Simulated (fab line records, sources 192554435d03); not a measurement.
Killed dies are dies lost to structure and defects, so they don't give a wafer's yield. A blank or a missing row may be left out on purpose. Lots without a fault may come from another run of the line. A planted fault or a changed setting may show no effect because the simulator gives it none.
Chamber matching | flow n5_finfet | N5_MOL_CONTACT_COAG_CMP_52 on cmp-02: 4 sister chambers
The step polishes, stops on SiO2, t overpolish 1.5 s, target thk 66.5 nm. 4 wafers are shown with their chamber, then 8 later ones without.

WAFERS WITH THEIR CHAMBER
wafer  | chamber | motor_current_A (A)
L091.1 | 0       | 12.4
L091.4 | 1       | 10.8
L091.5 | 3       | 12.0
L094.1 | 2       | 13.0

WAFERS WITHOUT THEIR CHAMBER
wafer  | motor_current_A (A)
L094.2 | 12.3
L094.4 | 11.1
L095.4 | 12.4
L095.5 | 12.7
L095.6 | 11.0
L095.1 | 12.3
L095.2 | 12.8
L095.3 | 10.8

WHICH CHAMBER EACH WENT THROUGH
wafer  | from the rows above     | in truth
L094.2 | can't be placed: 0 or 3 | 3
L094.4 | 1                       | 1
L095.4 | 0                       | 0
L095.5 | can't be placed: 0 or 2 | 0
L095.6 | 1                       | 1
L095.1 | can't be placed: 0 or 3 | 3
L095.2 | can't be placed: 2 or 0 | 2
L095.3 | 1                       | 1
Placed correctly: 4 of 8. Can't be placed from these rows: 4 (the true chamber is among the candidates in 4). Placed wrongly: 0.
How it was worked out, from the rows above alone: a wafer's distance from a chamber is the root of the sum, over the readings, of the square of ((its reading less the chamber's mean) divided by the reading's scatter). The wafer belongs to the nearest chamber; if the next one is less than 2 further off, it can't be placed. A chamber's mean is the mean of its shown wafers. The scatter: with one shown wafer a chamber, the root of the mean of the squares of how far each hidden wafer lies from its nearest shown one.
